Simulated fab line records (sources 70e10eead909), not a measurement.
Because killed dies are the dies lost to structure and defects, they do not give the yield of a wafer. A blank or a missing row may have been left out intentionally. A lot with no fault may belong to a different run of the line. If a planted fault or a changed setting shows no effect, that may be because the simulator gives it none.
A lot that was struck, set against a sound lot | flow nand-harc | 15 steps out of a route of 1302
Sound: the wafers L425.3, L425.5, L425.6. Wafers L428.1, L428.5, L428.6 were the ones struck. Last of all comes the cause.
Order at every step that has rows: each side's tool, ch and its chambers, its first start. Under that, the readings that differ: sound wafers | struck wafers | difference of the means | sigmas: that difference in standard deviations of wafers without a fault.
alike: a reading whose means differ by less than 2 such deviations, as well as words and numbers matching on both sides. not compared: withheld readings; readings where some wafer has no value; bounds like >300 that might hide an equal value; numbers whose values overlap and for which the record gives no deviation.
A row with sigmas, a row that says differs or no value, or rows on one side alone: a step with any of these is where the two part. Numbers that have no deviation but don't overlap get no sigmas and don't part them. Lack of a reading on every wafer of one side parts them only where that side has two or more wafers.

first, 4 steps without rows for these wafers: NHARC_P_GATE_EBR_22; NHARC_P_GATE_EXPOSE_23 (exposes mask P GATE, target cd 120 nm); NHARC_P_GATE_PEB_24 (peb time 65 s); NHARC_P_GATE_DEVELOP_25 (develop time 35 s).
NHARC_P_GATE_CD_MEAS_26: the cd target is 120 nm.
  sound on cd-sem-03 ch 0, day 7 01:13; struck on cd-sem-03 ch 0, day 8 05:25
  alike: cd-nm
NHARC_P_GATE_OVL_MEAS_27:
  sound: overlay-01 at day 7 01:19; struck: overlay-02 at day 8 05:31
  alike: overlay-x-nm, overlay-y-nm
NHARC_P_GATE_INSPECT_28:
  sound: defect-inspect-01 at day 7 01:21; struck: defect-inspect-02 at day 8 05:33
  alike: raw-defect-count
NHARC_P_GATE_DESCUM_31: chemistry O2, time 3 s.
  sound on rie-diel-10 ch 0,2,3, day 7 01:25; struck on rie-diel-10 ch 0,1,2, day 8 05:38
  alike: drypump-motor-current-A, oes-product-au, rf-vpp-V, showerhead-plenum-p-Torr, throttle-valve-pct
  not compared: rf-hours-counter-h
NHARC_P_GATE_ETCH_104: etches the open film in CF4/CHF3, target depth 60 nm.
  sound on rie-diel-10 ch 2,3, day 7 01:32; struck on rie-diel-10 ch 2,3, day 8 05:42
  alike: bias-w, cf4-flow-sccm, drypump-motor-current-A, oes-product-au, rf-vpp-V, showerhead-plenum-p-Torr, throttle-valve-pct
NHARC_P_GATE_HM_OPEN_105: chemistry O2/COS, target depth 360 nm.
  sound on rie-diel-10 ch 1,2,3; struck on rie-diel-10 ch 2,3
  alike: drypump-motor-current-A, oes-product-au, rf-vpp-V, showerhead-plenum-p-Torr, throttle-valve-pct
  not compared: rf-hours-counter-h
then, 1 step without rows for these wafers: NHARC_P_GATE_STRIP_106 (strips in O2/COS).
NHARC_P_GATE_ETCH_114: etches the open film in CF4/O2, target depth 30 nm, overetch 3 nm, time 16.5 s.
  sound on rie-diel-10 ch 1,2,3; struck on rie-diel-10 ch 1,2
  alike: bias-w, cf4-flow-sccm, drypump-motor-current-A, oes-product-au, rf-vpp-V, showerhead-plenum-p-Torr, throttle-valve-pct
  not compared: rf-hours-counter-h
NHARC_P_GATE_ETCH_32: etches the open film in HBr/Cl2, target depth 150 nm, time 100.1 s.
  sound on rie-si-04 ch 2,3, day 7 01:59; struck on rie-si-04 ch 0,3, day 8 06:04
  no value came back on the struck wafers for any of 5 readings (bias-w (W), chamber-pressure-mTorr (mTorr) and others); on the sound wafers bias-w (W) reads 99.74 99.50 99.92
  not compared: rf-hours-counter-h
NHARC_P_GATE_STRIP_108: strips in O2.
  sound on rie-diel-10 ch 0,1,2, day 7 02:12; struck on rie-diel-01 ch 0,2,3, day 8 06:17
  alike: drypump-motor-current-A, oes-product-au, rf-vpp-V, showerhead-plenum-p-Torr, throttle-valve-pct
  not compared: rf-hours-counter-h
-- break in the record here, with 20 days between the starts of the struck wafers on either side (left off in module P_GATE, picked up again in module END, where the first step shown is number 1302 on the route) --
NHARC_END_SORT_01:
  sound on prober-02 ch 0, day 26 21:00; struck on prober-02 ch 0, day 27 19:52
  reading             | sound    | struck      | difference | sigmas
  killed-at-periphery | 3 4 5    | 618 624 624 | +618       | +99 or more
  killed-dies         | 48 50 49 | 677 677 677 | +628       | +35
  alike: killed-at-array, killed-at-other, killed-open, killed-short

== WHERE THEY PART ==
Earliest at NHARC_P_GATE_ETCH_32; latest, in this record, at NHARC_END_SORT_01.

WHY: the cause the simulator had injected
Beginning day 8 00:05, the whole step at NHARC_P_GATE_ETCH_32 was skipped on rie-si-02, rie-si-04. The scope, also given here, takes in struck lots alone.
